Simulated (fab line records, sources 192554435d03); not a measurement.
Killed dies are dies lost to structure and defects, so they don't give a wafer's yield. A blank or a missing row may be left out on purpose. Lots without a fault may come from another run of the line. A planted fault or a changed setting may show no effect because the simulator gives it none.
One fault seen from 2 desks | flow n5_finfet | each desk has only its own numbers; what lay behind them comes last

THE TOOL OWNER'S DESK: rtp_anneal-01
The tool's own readings at N5_BEOL_M15_ANNEAL_48 (time 90 s): means of the sampled wafers that have a number, for each lot that ran on this tool. A lot is out of limits, marked OUT, if its mean lies more than 4 standard deviations from the usual mean; the brackets give that distance.
Columns: A = wafer_temp_C_max at N5_BEOL_M15_ANNEAL_48, usual 226.3
lot  | first seen here | A
L514 | day 11 08:07    | 225.7
L515 | day 11 09:23    | 226.0
L519 | day 12 23:36    | 225.8
L526 | day 14 06:36    | 225.3
L527 | day 14 18:18    | 225.8
L532 | day 15 16:13    | 233.1 (+9.6) OUT
L530 | day 16 00:25    | 232.9 (+9.3) OUT
This desk's finding: out of limits on L530, L532; first on L532, day 15 16:13 (wafer_temp_C_max at N5_BEOL_M15_ANNEAL_48). In limits: L514, L515, L519, L526, L527.

THE DEFECT DESK
What the inspections along the route counted, lot by lot: means of the sampled wafers that have a number. A lot is out of limits, marked OUT, if its mean lies more than 4 standard deviations from the usual mean; the brackets give that distance.
Columns: A = raw_defect_count at N5_BEOL_M14_INSPECT_55, usual 66
lot  | first seen here | A
L514 | day 11 04:07    | 66
L515 | day 11 04:23    | 58
L518 | day 12 09:32    | 70
L519 | day 12 17:02    | 76
L522 | day 13 12:55    | 49
L523 | day 14 01:19    | 87
L526 | day 14 01:55    | 54
L525 | day 14 04:36    | 53
L527 | day 14 12:31    | 60
L532 | day 15 11:28    | 60
L530 | day 15 16:16    | 71
This desk's finding: nothing out of limits on any of the 11 lots.

PUT TOGETHER
The tool owner's desk could have raised an alarm at day 15 16:13, on L530, L532.
The defect desk saw nothing out of limits.
The defect desk has L530, L532 on record, within its limits.
Of the lots named, all ran N5_BEOL_M15_ANNEAL_48 on rtp_anneal-01.

WHAT THE SIMULATOR HAD PUT IN
Process parameter drift: rtp_anneal-01, from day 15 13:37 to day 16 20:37, at N5_BEOL_M15_ANNEAL_48. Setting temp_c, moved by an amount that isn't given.
Lots struck among those shown: L530, L532.
Hours from the fault's start to each desk's first reading out of limits: the tool owner's desk, 3.
